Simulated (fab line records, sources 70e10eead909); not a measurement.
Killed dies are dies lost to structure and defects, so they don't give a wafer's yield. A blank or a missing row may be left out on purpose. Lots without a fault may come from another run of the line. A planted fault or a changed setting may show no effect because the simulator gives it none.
fab line records | flow nand_harc | part 2 of 2: steps 4 to 6 of 6
record lots=24 wafers=72 last_day=24
route steps=1159 shown A_CHANNEL_HOLE_D1@469 A_STAIRCASE@548
lots that met no fault: from a run of the same line without faults
start_h: hours from the record's first day to the start of the lot's first wafer shown | wait_h: hours since the lot's step before | " the same as in the row above | L1.1+2: a row that stands for several wafers | - no value, or no start given | * or withheld: withheld | < > ~ a bound
route shown NAME@n: a module of which the file shows steps, and the number in the route of the first | usual: mean/standard deviation of fault-free wafers | same: alike in all rows | chamber/n: place in a boat | sites: the reading at each site | _std_site: their standard deviation | _edge_site: outer sites' mean less inner sites' | radius_mm: how far each site lies from the wafer's centre | mask NAME#n: copy n | behind: the tool/chamber that last shaped the wafer | hold: why the lot was held/for how many hours/how that ended | device: the transistor (n, p or np) that didn't switch | end of line: the same wafers' tests at the end of the route | a step without rows: its recipe alone | killed: dies lost to structure and defects at the first sort, not the wafer's yield | map: a wafer's dies, x killed, . not, _ none there
set.NAME: the setting as run; set.NAME@STEP: as run at that earlier step | model.NAME: the simulator's own value behind a step, which no gauge read
steps of the route over a sample of lots; a table a step, a row a wafer
services: from which hour (start_h, from the record's first day; less than 0 if before it) a tool's chamber was out of use, for how many hours, and why
## steps
# step NHARC_A_STAIRCASE_TRIM_12
# recipe time_s=211.2 o2_flow_sccm=500 ar_flow_sccm=0 bias_w=0 chemistry=O2
# usual drypump_motor_current_A=5.8/0.66 oes_product_au=0.997/0.013 rf_vpp_V=57.8/0.99 showerhead_plenum_p_Torr=3.55/0.18 throttle_valve_pct=17.037/0.0081
# columns lot.wafer tool chamber start_h wait_h drypump_motor_current_A oes_product_au rf_hours_counter_h rf_vpp_V showerhead_plenum_p_Torr throttle_valve_pct
L074.2 rie_diel-03 2 229.12 0.1 5.5 0.998 3 58.7 3.77 17.042
L074.3 " 0 " " 5.7 0.998 2 57.4 3.77 17.051
L074.1 " 1 " " 5.2 1.011 2 58.0 3.45 17.035
L075.2 rie_diel-02 2 229.22 0.1 6.8 1.003 28 58.8 3.60 17.030
L075.1 " 3 " " 5.5 1.000 28 58.8 3.43 17.032
L075.4 " 0 " " 4.9 0.986 27 59.5 3.79 17.035
L077.4 rie_diel-02 1 249.56 0.3 6.6 0.992 36 56.1 3.68 17.040
L077.3 " 3 " " 5.5 1.008 36 57.1 3.42 17.043
L077.6 " 1 " " 6.6 1.005 - 58.1 3.68 17.037
L076.1 rie_diel-02 2 249.64 0.3 6.7 0.985 38 56.7 3.60 17.047
L076.3 " 3 " " 5.5 1.019 36 56.5 3.42 17.049
L076.6 " 3 " " 5.4 1.019 - 57.0 3.42 17.030
L078.2 rie_diel-03 3 261.01 0.1 5.6 1.002 13 58.5 3.32 17.039
L078.3 " 1 " " 5.2 0.988 12 58.4 3.44 17.026
L078.6 " 2 " " 5.5 0.997 - 58.3 3.77 17.035
L079.2 rie_diel-02 2 261.27 0.1 6.8 0.986 41 58.6 3.59 17.044
L079.4 " 0 " " 4.9 0.990 40 58.2 3.79 17.022
L079.6 " 3 " " 5.5 1.031 - 57.6 3.42 17.036
L080.4 rie_diel-03 1 276.96 0.1 5.2 0.994 16 58.6 3.44 17.039
L080.1 " 2 " " 5.5 1.007 18 58.3 3.76 17.035
L080.6 " 1 " " 5.2 0.991 - 57.6 3.44 17.033
L081.4 rie_diel-02 1 277.38 0.1 6.7 1.011 44 58.6 3.67 17.030
L081.1 " 3 " " 5.5 1.017 45 56.9 3.42 17.038
L081.5 " 1 " " 6.7 0.999 - 57.1 3.67 17.030
L082.1 rie_diel-11 0 283.01 0.1 6.9 0.987 28 59.4 3.79 17.037
L082.4 " 1 " " 5.5 0.984 29 57.7 3.32 17.019
L082.5 " 2 " " 6.1 1.006 - 59.6 3.32 17.051
L084.1 rie_diel-11 0 284.66 1.6 6.9 0.996 30 58.4 3.79 17.044
L084.3 " 2 " " 6.1 1.015 30 57.7 3.32 17.030
L084.6 " 3 " " 5.3 0.986 - 57.9 3.35 17.052
L083.3 rie_diel-02 0 290.61 0.1 4.9 0.978 51 58.7 3.78 17.039
L083.1 " 1 " " 6.7 1.006 51 58.1 3.67 17.042
L083.6 " 1 " " 6.7 1.010 - 58.7 3.67 17.034
L087.4 rie_diel-02 2 311.38 0.1 6.8 1.002 58 58.0 3.59 17.039
L087.5 " 1 " " 6.6 0.999 - 57.9 3.67 17.047
L087.6 " 2 " " 6.8 1.005 - 58.8 3.59 17.039
L085.1 rie_diel-11 3 315.01 0.1 5.3 0.983 37 56.4 3.35 17.044
L085.3 " 1 " " 5.5 0.978 40 58.3 3.32 17.044
L085.4 " 3 " " 5.4 0.985 - 57.4 3.35 17.033
L086.3 rie_diel-03 3 315.59 0.2 5.6 0.989 34 58.1 3.31 17.041
L086.2 " 0 " " 5.7 1.010 33 59.4 3.75 17.029
L086.1 " 1 " " 5.2 1.000 23 56.5 3.44 17.025
L088.1 rie_diel-02 0 319.14 0.1 4.9 0.981 58 59.3 3.77 17.033
L088.2 " 3 " " 5.5 0.996 60 58.0 3.41 17.050
L088.5 " 0 " " 4.9 0.981 - 58.2 3.77 17.035
L089.2 rie_diel-03 0 319.47 0.1 5.7 0.997 35 56.8 3.75 17.024
L089.3 " 1 " " 5.2 0.995 24 57.2 3.44 17.038
L089.6 " 3 " " 5.5 0.983 - 56.8 3.31 17.033
L092.2 rie_diel-11 0 329.98 0.1 6.9 0.996 40 57.2 3.78 17.021
L092.1 " 1 " " 5.5 0.982 48 55.8 3.31 17.048
L092.3 " 3 " " 5.3 0.981 45 55.9 3.34 17.027
L090.1 rie_diel-03 3 330.30 0.2 5.6 0.981 42 59.0 3.31 17.029
L090.2 " 0 " " 5.7 1.002 40 58.6 3.75 17.044
L090.5 " 0 " " 5.7 1.013 - 58.1 3.75 17.028
L091.2 rie_diel-11 1 336.58 0.2 5.4 0.976 52 57.6 3.31 17.040
L091.4 " 2 " " 6.1 1.004 48 56.3 3.31 17.045
L091.6 " 0 " " 6.9 0.999 - 58.9 3.78 17.037
L093.2 rie_diel-11 1 343.78 0.1 5.5 0.982 55 56.7 3.31 17.037
L093.6 " 3 " " 5.3 0.985 - 55.9 3.34 17.025
L093.5 " 0 " " 6.9 0.986 - 56.8 3.78 17.032
L094.4 rie_diel-02 1 343.94 0.1 6.7 1.019 2 58.5 3.66 17.037
L094.6 " 3 " " 5.5 0.991 - 56.2 3.41 17.026
L094.5 " 0 " " 4.9 0.993 - 58.7 3.77 17.032
L096.4 rie_diel-02 0 359.78 0.1 4.9 0.997 7 57.7 3.77 17.023
L096.5 " 3 " " 5.6 1.003 - 57.5 3.40 17.040
L096.6 " 0 " " 4.9 1.001 - 57.5 3.77 17.035
L095.2 rie_diel-02 3 360.09 0.1 5.5 1.000 7 58.1 3.40 17.021
L095.1 " 1 " " 6.6 0.996 7 58.4 3.66 17.033
L095.5 " 0 " " 4.9 1.004 - 60.6 3.77 17.032
L097.1 rie_diel-03 1 370.08 0.1 5.2 1.002 44 57.2 3.43 17.049
L097.4 " 3 " " 5.6 1.011 59 58.0 3.30 17.040
L097.6 " 1 " " 5.2 0.992 - 57.1 3.43 17.051
# step NHARC_A_STAIRCASE_ETCH_13
# recipe target_depth_a=1000 time_s=40.5 ion_energy_ev=400 c4f8_flow_sccm=20 o2_flow_sccm=10 ar_flow_sccm=withheld rf_w=600 bias_w=1000 chemistry=C4F8/O2
# usual oes_product_au=0.933/0.017 rf_vpp_V=896/6.8
# columns lot.wafer tool chamber start_h wait_h oes_product_au rf_hours_counter_h rf_vpp_V
L075.1 rie_diel-02 3 - - 0.963 28 891
L075.4 " 0 " " 0.930 27 903
L075.2 " 2 " " 0.932 28 898
L074.2 rie_diel-03 1 - - 0.930 2 893
L074.1 " 2 " " 0.925 3 903
L074.3 " 3 " " 0.933 3 890
L077.4 rie_diel-02 0 - - 0.912 37 905
L077.3 " 3 " " 0.946 36 891
L077.6 " 0 " " 0.921 - 904
L076.3 rie_diel-02 1 - - 0.931 36 903
L076.1 " 3 " " 0.948 36 893
L076.6 " 1 " " 0.930 - 903
L078.3 rie_diel-03 2 - - 0.946 13 905
L078.2 " 0 " " 0.947 11 904
L078.6 " 1 " " 0.945 - 892
L079.4 rie_diel-02 0 - - 0.957 40 906
L079.2 " 1 " " 0.957 39 902
L079.6 " 0 " " 0.957 - 904
L080.1 rie_diel-03 3 - - 0.941 18 888
L080.4 " 0 " " 0.935 17 905
L080.6 " 0 " " 0.929 - 903
L081.1 rie_diel-02 3 - - 0.964 45 890
L081.4 " 1 " " 0.948 44 901
L081.5 " 3 " " 0.971 - 892
L082.4 rie_diel-11 0 - - 0.916 30 905
L082.1 " 2 " " 0.932 30 888
L082.5 " 1 " " 0.910 - 889
L084.1 rie_diel-11 1 - - 0.917 31 888
L084.3 " 2 " " 0.928 30 888
L084.6 " 1 " " 0.910 - 889
L083.3 rie_diel-02 1 - - 0.944 51 901
L083.1 " 3 " " 0.951 52 892
L083.6 " 2 " " 0.916 - 897
L087.4 rie_diel-02 2 - - 0.931 58 897
L087.5 " 1 " " 0.937 - 901
L087.6 " 2 " " 0.919 - 899
L085.1 rie_diel-11 2 - - 0.925 39 886
L085.3 " 3 " " 0.910 38 889
L085.4 " 1 " " 0.895 - 887
L086.1 rie_diel-03 0 - - 0.934 33 905
L086.2 " 1 " " 0.931 23 892
L086.3 " 3 " " 0.926 35 886
L088.2 rie_diel-02 1 - - 0.946 58 900
L088.1 " 2 " " 0.942 61 899
L088.5 " 3 " " 0.944 - 891
L089.2 rie_diel-03 3 - - 0.929 36 888
L089.3 " 0 " " 0.948 35 906
L089.6 " 1 " " 0.932 - 892
L092.2 rie_diel-11 1 - - 0.907 49 887
L092.1 " 3 " " 0.910 45 888
L092.3 " 0 " " 0.927 40 905
L090.2 rie_diel-03 3 - - 0.920 42 887
L090.1 " 0 " " 0.933 41 902
L090.5 " 0 " " 0.922 - 902
L091.4 rie_diel-11 2 - - 0.927 48 889
L091.2 " 0 " " 0.924 44 906
L091.6 " 1 " " 0.911 - 887
L093.2 rie_diel-11 0 - - 0.926 47 904
L093.6 " 1 " " 0.919 - 887
L093.5 " 2 " " 0.928 - 887
L094.4 rie_diel-02 0 - - 0.946 3 904
L094.6 " 2 " " 0.969 - 898
L094.5 " 3 " " 0.937 - 891
L096.4 rie_diel-02 1 - - 0.967 7 901
L096.5 " 0 " " 0.936 - 904
L096.6 " 1 " " 0.960 - 901
L095.2 rie_diel-02 2 - - 0.945 7 897
L095.1 " 3 " " 0.924 7 890
L095.5 " 0 " " 0.932 - 905
L097.4 rie_diel-03 0 - - 0.954 57 904
L097.1 " 3 " " 0.949 59 888
L097.6 " 1 " " 0.957 - 893
# step NHARC_A_STAIRCASE_ETCH_15
# recipe target_depth_a=1000 time_s=40.5 ion_energy_ev=400 c4f8_flow_sccm=20 o2_flow_sccm=10 ar_flow_sccm=withheld rf_w=600 bias_w=1000 chemistry=C4F8/O2
# usual oes_product_au=0.935/0.014 rf_vpp_V=896/6.7
# columns lot.wafer tool chamber start_h wait_h oes_product_au rf_hours_counter_h rf_vpp_V
L075.2 rie_diel-02 1 - - 0.934 27 901
L075.4 " 2 " " 0.934 28 900
L075.1 " 3 " " 0.956 28 892
L074.2 rie_diel-03 2 - - 0.935 3 903
L074.3 " 3 " " 0.936 3 889
L074.1 " 1 " " 0.926 2 894
L077.4 rie_diel-02 3 - - 0.940 36 893
L077.3 " 0 " " 0.928 37 904
L077.6 " 2 " " 0.925 - 899
L076.1 rie_diel-02 2 - - 0.924 38 898
L076.3 " 3 " " 0.953 36 893
L076.6 " 1 " " 0.931 - 900
L078.2 rie_diel-03 0 - - 0.944 12 903
L078.3 " 3 " " 0.958 13 890
L078.6 " 1 " " 0.951 - 892
L079.2 rie_diel-02 0 - - 0.931 40 905
L079.4 " 2 " " 0.928 41 899
L079.6 " 0 " " 0.935 - 906
L080.4 rie_diel-03 1 - - 0.936 17 892
L080.1 " 2 " " 0.930 19 904
L080.6 " 1 " " 0.924 - 893
L081.4 rie_diel-02 2 - - 0.935 46 899
L081.1 " 1 " " 0.937 44 901
L081.5 " 3 " " 0.954 - 892
L082.1 rie_diel-11 0 - - 0.927 31 904
L082.4 " 1 " " 0.918 31 889
L082.5 " 3 " " 0.904 - 888
L084.3 rie_diel-11 3 - - 0.918 29 888
L084.1 " 1 " " 0.910 32 889
L084.6 " 3 " " 0.908 - 889
L083.1 rie_diel-02 0 - - 0.908 52 905
L083.3 " 2 " " 0.945 53 899
L083.6 " 0 " " 0.926 - 905
L087.4 rie_diel-02 1 - - 0.957 55 901
L087.6 " 1 " " 0.949 - 902
L087.5 " 2 " " 0.938 - 899
L085.1 rie_diel-11 1 - - 0.911 40 888
L085.3 " 3 " " 0.917 38 889
L085.4 " 1 " " 0.912 - 888
L086.2 rie_diel-03 1 - - 0.938 23 893
L086.1 " 3 " " 0.934 35 889
L086.3 " 0 " " 0.940 34 904
L088.1 rie_diel-02 0 - - 0.929 59 904
L088.2 " 1 " " 0.938 58 901
L088.5 " 0 " " 0.925 - 904
L089.3 rie_diel-03 3 - - 0.930 36 889
L089.2 " 0 " " 0.943 35 905
L089.6 " 0 " " 0.949 - 903
L092.2 rie_diel-11 3 - - 0.909 46 888
L092.3 " 0 " " 0.938 41 905
L092.1 " 1 " " 0.911 49 888
L090.2 rie_diel-03 3 - - 0.919 42 888
L090.1 " 1 " " 0.938 31 891
L090.5 " 3 " " 0.930 - 889
L091.4 rie_diel-11 0 - - 0.939 44 906
L091.2 " 1 " " 0.912 52 888
L091.6 " 3 " " 0.911 - 890
L093.2 rie_diel-11 3 - - 0.911 52 890
L093.6 " 2 " " 0.945 - 887
L093.5 " 3 " " 0.923 - 889
L094.4 rie_diel-02 3 - - 0.942 3 891
L094.6 " 0 " " 0.938 - 905
L094.5 " 1 " " 0.941 - 901
L096.4 rie_diel-02 0 - - 0.940 7 903
L096.5 " 3 " " 0.916 - 893
L096.6 " 0 " " 0.934 - 905
L095.1 rie_diel-02 3 - - 0.926 8 890
L095.2 " 0 " " 0.935 8 905
L095.5 " 3 " " 0.928 - 892
L097.1 rie_diel-03 2 - - 0.968 45 902
L097.4 " 0 " " 0.959 57 903
L097.6 " 3 " " 0.961 - 889
## services
# columns tool chamber start_h hours kind
rie_diel-02 - 150.80 9.0 pm
rie_diel-05 - 163.60 9.0 pm
rie_diel-11 2 185.50 4.2 repair
rie_diel-11 - 191.18 9.0 pm
rie_diel-03 - 215.54 9.0 pm
rie_diel-08 2 225.44 3.0 repair
rie_diel-02 3 238.15 6.9 repair
rie_diel-05 3 247.42 4.0 repair
rie_diel-05 0 257.70 2.1 repair
rie_diel-08 1 268.94 17.0 repair
rie_diel-13 - 276.00 9.0 pm
rie_diel-08 3 296.12 1.3 repair
rie_diel-08 - 301.84 9.0 pm
rie_diel-11 0 306.26 16.5 repair
har_etch-01 - 308.04 17.0 pm
rie_diel-11 1 308.35 5.1 repair
rie_diel-03 2 312.97 20.5 repair
rie_diel-05 0 315.15 4.4 repair
rie_diel-13 3 323.01 5.2 repair
rie_diel-02 - 327.80 9.0 pm
rie_diel-11 2 329.28 7.2 repair
rie_diel-05 - 340.60 9.0 pm
rie_diel-13 - 353.94 0.5 repair
rie_diel-11 - 368.22 9.0 pm
